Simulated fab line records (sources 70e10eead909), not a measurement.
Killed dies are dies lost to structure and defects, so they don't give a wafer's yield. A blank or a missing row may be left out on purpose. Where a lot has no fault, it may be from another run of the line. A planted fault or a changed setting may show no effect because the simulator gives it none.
Which tool is to blame? + flow nand harc + 12 lots, 36 wafers sampled, at 5 steps of a route of 1159

## WHAT EACH GAUGE READ, for each wafer
NHARC_END_SORT_01.
| lot  | measured     | on        | defect limited yield (%) | killed at array | killed at other | killed at periphery | killed dies | killed open | killed short | sort_bin_2_pct (%) | sort_bin_3_pct (%) | sort_bin_4_pct (%) | sort n pass | sort rim yield pct (%) | sort yield pct (%) |
|------|--------------|-----------|--------------------------|-----------------|-----------------|---------------------|-------------|-------------|--------------|--------------------|--------------------|--------------------|-------------|------------------------|--------------------|
| L176 | day 19 19:25 | prober-01 | 95.9 95.6 96.2           | 23 24 19        | 1 2 1           | 4 4 6               | 28 30 26    | 3 4 0       | 1 4 1        | 0.7 1.6 1.3        | 0.15 0.44 0.15     | 3.2 2.4 2.4        | 649 647 651 | 96 92 94               | 95.9 95.6 96.2     |
| L178 | day 20 03:09 | prober-02 | 98.1 97.0 95.7           | 12 16 26        | 0 0 0           | 1 4 3               | 13 20 29    | 1 4 4       | 0 1 6        | 0.1 0.7 1.3        | 0.15 0 0.44        | 1.6 2.2 2.5        | 664 657 648 | 97 96 95               | 98.1 97.0 95.7     |
| L177 | day 20 03:12 | prober-01 | 95.9 96.8 96.6           | 22 19 21        | 0 0 1           | 6 3 1               | 28 22 23    | 3 0 1       | 3 1 1        | 1.8 1.3 1.6        | 0.15 0.15 0.30     | 2.2 1.8 1.5        | 649 655 654 | 93 94 93               | 95.9 96.8 96.6     |
| L181 | day 20 19:28 | prober-01 | 96.9 96.9 97.0           | 16 20 15        | 2 0 1           | 3 1 4               | 21 21 20    | 7 2 5       | 1 1 0        | 1.2 1.0 1.0        | 0 0 0.30           | 1.9 2.1 1.6        | 656 656 657 | 92 95 95               | 96.9 96.9 97.0     |
| L185 | day 22 02:26 | prober-02 | 93.1 94.8 93.8           | 44 33 40        | 1 1 0           | 2 1 2               | 47 35 42    | 5 1 3       | 1 1 0        | 1.8 1.6 2.7        | 0.59 0.44 0.30     | 4.6 3.1 3.2        | 630 642 635 | 90 93 89               | 93.1 94.8 93.8     |
| L190 | day 23 17:41 | prober-02 | 0 0 0                    | 13 18 11        | 662 656 663     | 2 3 3               | 677 677 677 | 2 2 1       | 2 3 1        | 98.5 97.5 98.5     | 0.15 0.30 0.30     | 1.3 2.2 1.2        | 0 0 0       | 0 0 0                  | 0 0 0              |
| L189 | day 23 16:56 | prober-01 | 0 0 0                    | 33 23 30        | 644 652 643     | 0 2 4               | 677 677 677 | 1 4 2       | 3 2 2        | 96.9 97.6 96.3     | 0 0.30 0.44        | 3.1 2.1 3.2        | 0 0 0       | 0 0 0                  | 0 0 0              |
| L192 | day 24 05:43 | prober-02 | 0 0 0                    | 43 37 44        | 632 640 631     | 2 0 2               | 677 677 677 | 4 4 2       | 2 2 1        | 95.4 96.5 96.6     | 0.30 0.30 0        | 4.3 3.2 3.4        | 0 0 0       | 0 0 0                  | 0 0 0              |
| L196 | day 25 10:22 | prober-02 | 92.3 92.8 93.8           | 43 42 39        | 0 0 0           | 9 7 3               | 52 49 42    | 2 8 8       | 1 2 1        | 1.8 2.4 2.1        | 0.44 0.44 0.30     | 5.5 4.4 3.8        | 625 628 635 | 86 83 82               | 92.3 92.8 93.8     |
| L197 | day 25 01:59 | prober-01 | 93.9 92.9 93.6           | 34 38 37        | 0 0 0           | 7 10 6              | 41 48 43    | 3 6 6       | 3 1 2        | 2.1 2.7 1.6        | 0.59 0 0.59        | 3.4 4.4 4.1        | 636 629 634 | 93 93 95               | 93.9 92.9 93.6     |
| L194 | day 25 10:31 | prober-01 | 96.2 95.4 94.7           | 24 30 30        | 0 0 0           | 2 1 6               | 26 31 36    | 1 5 9       | 4 1 0        | 2.2 1.3 1.8        | 0.30 0.59 0.44     | 1.3 2.7 3.1        | 651 646 641 | 93 91 90               | 96.2 95.4 94.7     |
| L198 | day 25 18:10 | prober-02 | 95.0 94.4 95.3           | 32 36 30        | 0 1 0           | 2 1 2               | 34 38 32    | 1 2 1       | 1 2 1        | 1.5 1.8 1.5        | 0.30 0.44 0        | 3.2 3.4 3.2        | 643 639 645 | 93 94 96               | 95.0 94.4 95.3     |

## TOOL THAT RAN EACH LOT (tool first, then ch and the chambers of the sampled wafers, then the start)
| lot  | NHARC_THIN_TSV_DEP_43           | NHARC_THIN_TSV_STRIP_45              | NHARC_THIN_TSV_ETCHBACK_48         | NHARC_THIN_TSV_PVD_51        |
|------|---------------------------------|--------------------------------------|------------------------------------|------------------------------|
| L176 | pecvd-04 ch 0,1,2, day 18 22:45 | plasma asher-01 ch 0,1, day 19 00:39 | rie diel-03 ch 0,1,3, day 19 01:53 | pvd sputter-03, day 19 02:40 |
| L178 | pecvd-02 ch 0,2, day 18 23:59   | plasma asher-01 ch 0,1, day 19 01:42 | rie diel-03 ch 0,1,3, day 19 02:55 | pvd sputter-02, day 19 03:49 |
| L177 | pecvd-02 ch 0,1, day 19 03:48   | plasma asher-02 ch 0,1, day 19 05:41 | rie diel-03 ch 2,3, day 19 06:56   | pvd sputter-02, day 19 07:43 |
| L181 | pecvd-02 ch 0,1,2, day 19 21:28 | plasma asher-02 ch 0,1, day 19 23:23 | rie diel-06 ch 0,1,2, day 20 00:37 | pvd sputter-02, day 20 01:20 |
| L185 | pecvd-01 ch 1,2, day 21 06:06   | plasma asher-02 ch 0,1, day 21 08:09 | rie diel-03 ch 0,2,3, day 21 09:22 | pvd sputter-03, day 21 10:07 |
| L190 | pecvd-04 ch 0,1, day 23 00:25   | plasma asher-01 ch 0,1, day 23 02:16 | rie diel-06 ch 0,1,2, day 23 03:30 | pvd sputter-02, day 23 04:16 |
| L189 | pecvd-04 ch 0,1,2, day 23 01:41 | plasma asher-02 ch 0,1, day 23 03:21 | rie diel-06 ch 0,2,3, day 23 04:40 | pvd sputter-01, day 23 05:22 |
| L192 | pecvd-02 ch 0,2, day 23 11:36   | plasma asher-01 ch 0,1, day 23 13:41 | rie diel-06 ch 0,1,2, day 23 14:53 | pvd sputter-01, day 23 15:52 |
| L196 | pecvd-01 ch 2, day 24 05:44     | plasma asher-02 ch 0, day 24 07:37   | rie diel-03 ch 0,1, day 24 08:59   | pvd sputter-02, day 24 09:47 |
| L197 | pecvd-02 ch 1,2, day 24 07:09   | plasma asher-01 ch 0,1, day 24 09:09 | rie diel-03 ch 0,1,3, day 24 10:31 | pvd sputter-03, day 24 11:14 |
| L194 | pecvd-02 ch 0,1, day 24 12:10   | plasma asher-02 ch 0,1, day 24 14:01 | rie diel-03 ch 1,2,3, day 24 15:29 | pvd sputter-03, day 24 16:14 |
| L198 | pecvd-01 ch 1,2, day 24 13:10   | plasma asher-02 ch 0,1, day 24 15:02 | rie diel-06 ch 1,2,3, day 24 16:46 | pvd sputter-03, day 24 17:34 |
- NHARC_THIN_TSV_DEP_43: deposits SiO2, target thk 1328.5 nm.
- NHARC_THIN_TSV_STRIP_45: strips in O2.
- NHARC_THIN_TSV_ETCHBACK_48: etches the open film in C4F8/Ar, target depth 1028.5 nm, time 405.17 s.
- NHARC_THIN_TSV_PVD_51: deposits Cu, target thk 100 nm.

## AS READ BY THE TOOLS THEMSELVES (means over the sampled wafers that have a number; for cases with no such wafer, the mark the record gives instead)
NHARC_THIN_TSV_DEP_43.
| lot  | tool     | chamber pressure Torr (Torr) | flow sccm (sccm) | showerhead vpp V (V) | throttle valve pct (%) |
|------|----------|------------------------------|------------------|----------------------|------------------------|
| L176 | pecvd-04 | 6.505                        | 2647             | 1855                 | 16.5                   |
| L178 | pecvd-02 | 6.498                        | 2649             | 1915                 | 15.9                   |
| L177 | pecvd-02 | 6.517                        | 2646             | 1872                 | 15.8                   |
| L181 | pecvd-02 | 6.501                        | 2652             | 1904                 | 16.1                   |
| L185 | pecvd-01 | 6.482                        | 2658             | 1809                 | 16.0                   |
| L190 | pecvd-04 | 6.490                        | 2645             | 1867                 | 16.9                   |
| L189 | pecvd-04 | 6.503                        | 2651             | 1842                 | 16.5                   |
| L192 | pecvd-02 | 6.501                        | 2658             | 1938                 | 15.8                   |
| L196 | pecvd-01 | 6.507                        | 2647             | 1842                 | 16.3                   |
| L197 | pecvd-02 | 6.487                        | 2640             | 1884                 | 15.8                   |
| L194 | pecvd-02 | 6.508                        | 2646             | 1888                 | 15.6                   |
| L198 | pecvd-01 | 6.496                        | 2652             | 1805                 | 16.1                   |

NHARC_THIN_TSV_STRIP_45.
| lot  | tool            | drypump motor current A (A) | heater power w (W) |
|------|-----------------|-----------------------------|--------------------|
| L176 | plasma asher-01 | 5.5                         | 258                |
| L178 | plasma asher-01 | 5.4                         | 275                |
| L177 | plasma asher-02 | 5.8                         | 334                |
| L181 | plasma asher-02 | 5.7                         | 332                |
| L185 | plasma asher-02 | 6.1                         | 358                |
| L190 | plasma asher-01 | 5.5                         | 276                |
| L189 | plasma asher-02 | 5.7                         | 334                |
| L192 | plasma asher-01 | 5.4                         | 280                |
| L196 | plasma asher-02 | 6.4                         | 370                |
| L197 | plasma asher-01 | 5.5                         | 277                |
| L194 | plasma asher-02 | 6.1                         | 350                |
| L198 | plasma asher-02 | 5.8                         | 332                |

NHARC_THIN_TSV_ETCHBACK_48.
| lot  | tool        | chamber pressure mTorr (mTorr) | oes product au (a.u.) | rf vpp V (V) |
|------|-------------|--------------------------------|-----------------------|--------------|
| L176 | rie diel-03 | 25.012                         | 1.025                 | 543          |
| L178 | rie diel-03 | 24.995                         | 0.931                 | 544          |
| L177 | rie diel-03 | 25.005                         | 0.916                 | 545          |
| L181 | rie diel-06 | 24.999                         | 0.924                 | 548          |
| L185 | rie diel-03 | 25.005                         | 0.931                 | 546          |
| L190 | rie diel-06 | 24.999                         | 0.926                 | 548          |
| L189 | rie diel-06 | 25.010                         | 0.923                 | 551          |
| L192 | rie diel-06 | 25.000                         | 0.995                 | 549          |
| L196 | rie diel-03 | 24.998                         | 0.943                 | 545          |
| L197 | rie diel-03 | 24.999                         | 0.926                 | 543          |
| L194 | rie diel-03 | 24.981                         | 0.928                 | 544          |
| L198 | rie diel-06 | 25.009                         | 0.925                 | 548          |

NHARC_THIN_TSV_PVD_51.
| lot  | tool           | chamber pressure pa (Pa) | throttle valve pct (%) |
|------|----------------|--------------------------|------------------------|
| L176 | pvd sputter-03 | 4.991                    | 30.6                   |
| L178 | pvd sputter-02 | 4.993                    | 29.7                   |
| L177 | pvd sputter-02 | 5.001                    | 30.0                   |
| L181 | pvd sputter-02 | 5.005                    | 31.2                   |
| L185 | pvd sputter-03 | 4.995                    | 30.5                   |
| L190 | pvd sputter-02 | -                        | -                      |
| L189 | pvd sputter-01 | -                        | -                      |
| L192 | pvd sputter-01 | -                        | -                      |
| L196 | pvd sputter-02 | 5.001                    | 28.8                   |
| L197 | pvd sputter-03 | 5.006                    | 31.1                   |
| L194 | pvd sputter-03 | 5.000                    | 31.1                   |
| L198 | pvd sputter-03 | 4.998                    | 30.8                   |

## THE ANSWER, worked out from the rows above alone
Rule: the usual values come from the lots themselves. Put in order of their means at a reading, lots are off if they are a third of the lots or fewer, leave a main group of 4 or more, and stand apart from it by a gap of 3 or more times the standard deviation of the main group's means; of several such gaps the widest counts. Not used: any main group whose means are identical at the precision the tables above print for the reading. Also off: a lot with no number at a reading for which 4 or more lots have one. Any other lot the step has rows for is counted as sound. After the gauges, taken in route order, come the tools' own readings; for these a lot's mean is taken, as printed above. At the first step where some lot is off, the reading lying furthest off is the one used; lots without a number count as furthest.
Off: L190, L189, L192, at NHARC_END_SORT_01 (killed at other). Main group: mean 0.4, sd 0.47.
If a tool, at a process step before that reading, ran all the lots that are off and no sound lot after the first of them, it fits. Not tried: the gauges at NHARC_END_SORT_01; whatever is off there is also off at NHARC_THIN_TSV_PVD_51, on other tools, and gauge error can't account for it. No candidate that was tried fits.

## WHAT HAD BEEN PUT IN BY THE SIMULATOR
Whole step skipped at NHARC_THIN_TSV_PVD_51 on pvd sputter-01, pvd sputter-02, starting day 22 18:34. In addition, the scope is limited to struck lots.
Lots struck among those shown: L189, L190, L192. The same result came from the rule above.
